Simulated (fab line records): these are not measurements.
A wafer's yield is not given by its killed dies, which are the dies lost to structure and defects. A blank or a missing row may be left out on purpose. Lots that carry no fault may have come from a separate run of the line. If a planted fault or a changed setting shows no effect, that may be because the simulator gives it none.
Split-lot experiment -- flow n5 finfet -- 21 wafers read from 7 lots, route of 1938 steps

== ON THE SPLIT ==
At N5_BEOL_M13_ILD_DEP_00 (deposits SiOC from DEMS/O2, target thk 837.92 nm, time 166.4 s), the setting time s was moved away from the recipe's 166.4 s on 3 of the 21 wafers read, by -4.1% to +11.6%. This setting was run at the recipe's value on the other wafers.

Split to reading: the file shows no intervening step.

== THE READING ==
M13_ILD_THK (nm), taken at N5_BEOL_M13_THK_MEAS_01. On this fab line, fault-free wafers typically give 833 nm with a standard deviation of 12 nm.

wafer,"tool, chamber at the split","time s as run, s",against the recipe,"M13_ILD_THK, nm",against lot-mates on the recipe
L080.2,"pecvd-03, 2",166.4,recipe,825,-
L080.3,"pecvd-03, 0",166.4,recipe,821,-
L080.4,"pecvd-03, 2",166.4,recipe,842,-
L084.1,"pecvd-03, 0",166.4,recipe,821,-
L084.3,"pecvd-03, 1",166.4,recipe,824,-
L084.4,"pecvd-03, 2",166.4,recipe,835,-
L091.2,"pecvd-04, 0",166.4,recipe,838,-
L091.4,"pecvd-04, 0",159.6,-4.1%,807,-31
L091.6,"pecvd-04, 2",159.6,-4.1%,823,-15
L093.1,"pecvd-03, 0",166.4,recipe,819,-
L093.3,"pecvd-03, 2",166.4,recipe,838,-
L093.5,"pecvd-03, 1",166.4,recipe,839,-
L095.1,"pecvd-04, 1",166.4,recipe,839,-
L095.3,"pecvd-04, 2",166.4,recipe,828,-
L095.6,"pecvd-04, 2",166.4,recipe,852,-
L096.1,"pecvd-04, 0",185.7,+11.6%,933,+86
L096.2,"pecvd-04, 1",166.4,recipe,841,-
L096.4,"pecvd-04, 1",166.4,recipe,854,-
L097.1,"pecvd-03, 2",166.4,recipe,825,-
L097.2,"pecvd-03, 0",166.4,recipe,824,-
L097.3,"pecvd-03, 0",166.4,recipe,834,-

FIT RESULTS
A straight line over all 21 wafers: M13_ILD_THK changes by +7.74 nm for each +1% of time s; r = +0.90; the points scatter about the line by 11 nm.
The same after taking each lot's own level away (the mean of its wafers on the recipe; 21 wafers): +7.01 nm for each +1%; r = +0.93; scatter 8.1 nm.
Per that fit: largest time s move, reading shift of 81 nm.
Measured against the standard deviation above, the lots' own levels, which go from 826.7 to 847.5 nm, span 1.7 times it.
In other words, the slope is changed by the lot-to-lot level; the two fits disagree.
Check: with one of the wafers moved furthest among these (+11.6%) left out of the fit, the line predicts +65.3 nm for it against its lot-mates. It came out at +85.5 nm against them.

== THE WHOLE CHAIN: every reading that the file lists as answering this split, in the file's order ==
step,what it does,reading,change (the file's fit),r (the file's)
N5_BEOL_M13_ILD_DEP_00,"deposits SiOC from DEMS/O2, target thk 837.92 nm, time 166.4 s","SiOC_of_BEOL_M13_ILD_DEP_00.thk nm (the simulator's own value, which no gauge read)",+7.16 nm for each +1% of the setting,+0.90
N5_BEOL_M13_THK_MEAS_01,,M13_ILD_THK,+7.16 for each +1% of the setting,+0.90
N5_BEOL_M13_VIA_ETCH_16,"etches SiOC in C4F8/O2/Ar, target depth 921.7 nm","etch.depth nm (the simulator's own value, which no gauge read)",+7.17 nm for each +1% of the setting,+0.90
N5_BEOL_M13_ETCH_38,"etches SiCN in CF4/N2, target depth 67.5 nm, time 71.9 s","SiOC_of_BEOL_M13_ILD_DEP_00.thk nm (the simulator's own value, which no gauge read)",+7.1 nm for each +1% of the setting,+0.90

== THE FILE'S OWN FIT ==
M13_ILD_THK changes by +7.16 nm for each +1% of time s, r = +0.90.
